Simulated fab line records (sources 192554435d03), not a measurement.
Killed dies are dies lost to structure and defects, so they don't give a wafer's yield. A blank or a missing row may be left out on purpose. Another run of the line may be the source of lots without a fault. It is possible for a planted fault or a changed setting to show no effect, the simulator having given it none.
Which tool was responsible? -- flow n5-finfet -- 6 lots with 18 wafers sampled at 4 steps, on a route of 1938 steps

WHAT EACH GAUGE READ, for each wafer
N5_BEOL_M6_THK_MEAS_01.
lot,measured,on,M6_ILD_THK (nm)
L402,day 9 11:28,film-metro-02,158.0 158.3 158.6
L407,day 10 03:05,film-metro-02,155.2 154.8 154.2
L409,day 10 21:31,film-metro-01,154.2 156.2 156.1
L410,day 11 09:31,film-metro-01,149.7 152.5 152.2
L423,day 14 04:47,film-metro-02,149.8 153.0 152.7
L425,day 16 10:25,film-metro-02,157.1 156.5 157.8

WHICH TOOL RAN EACH LOT (tool, then ch and the chambers of the sampled wafers, then the start)
lot,N5_BEOL_M5_ANNEAL_89,N5_BEOL_M5_CMP_52,N5_BEOL_M5_CO_CAP_78
L402,"pvd-sputter-03, day 9 08:08","cmp-03 ch 0,1, day 9 10:19","cvd-co-02 ch 0,1,2, day 9 10:41"
L407,"pvd-sputter-03, day 9 23:41","cmp-04 ch 0,3, day 10 01:51","cvd-co-01 ch 1,2, day 10 02:14"
L409,"pvd-sputter-01, day 10 18:47","cmp-01 ch 0,1,2, day 10 20:22","cvd-co-01 ch 0,1, day 10 20:40"
L410,"pvd-sputter-01, day 11 06:47","cmp-04 ch 0,1,3, day 11 08:23","cvd-co-02 ch 0,1,2, day 11 08:41"
L423,"pvd-sputter-02, day 14 02:01","cmp-04 ch 0,1,2, day 14 03:31","cvd-co-01 ch 1,2, day 14 03:55"
L425,"pvd-sputter-02, day 16 07:43","cmp-03 ch 1,2,3, day 16 09:14","cvd-co-02 ch 0,1,2, day 16 09:36"
- N5_BEOL_M5_ANNEAL_89: time 1800 s.
- N5_BEOL_M5_CMP_52: polishes, stops on SiCOH lowk, t overpolish 6.9 s, target thk 62 nm.
- N5_BEOL_M5_CO_CAP_78: material Co, precursor CCTBA/H2, target thk 2 nm, time 102.1 s.

THE ANSWER, worked out from the rows above alone
Rule: what is usual is taken from the lots themselves. Put in order of their means at a reading, lots are off if they are a third of the lots or fewer, leave a main group of 4 or more, and stand apart from it by a gap of 3 or more times the standard deviation of the main group's means; of several such gaps the widest counts. If all means in a main group match to the digits the tables above print for the reading, that group is not used. A lot without any number at a reading at which 4 lots or more have one is off too. All remaining lots with rows at the step are treated as sound.
No lot is off on any of the readings shown, so nothing can be concluded from this.

WHAT HAD BEEN PUT IN BY THE SIMULATOR
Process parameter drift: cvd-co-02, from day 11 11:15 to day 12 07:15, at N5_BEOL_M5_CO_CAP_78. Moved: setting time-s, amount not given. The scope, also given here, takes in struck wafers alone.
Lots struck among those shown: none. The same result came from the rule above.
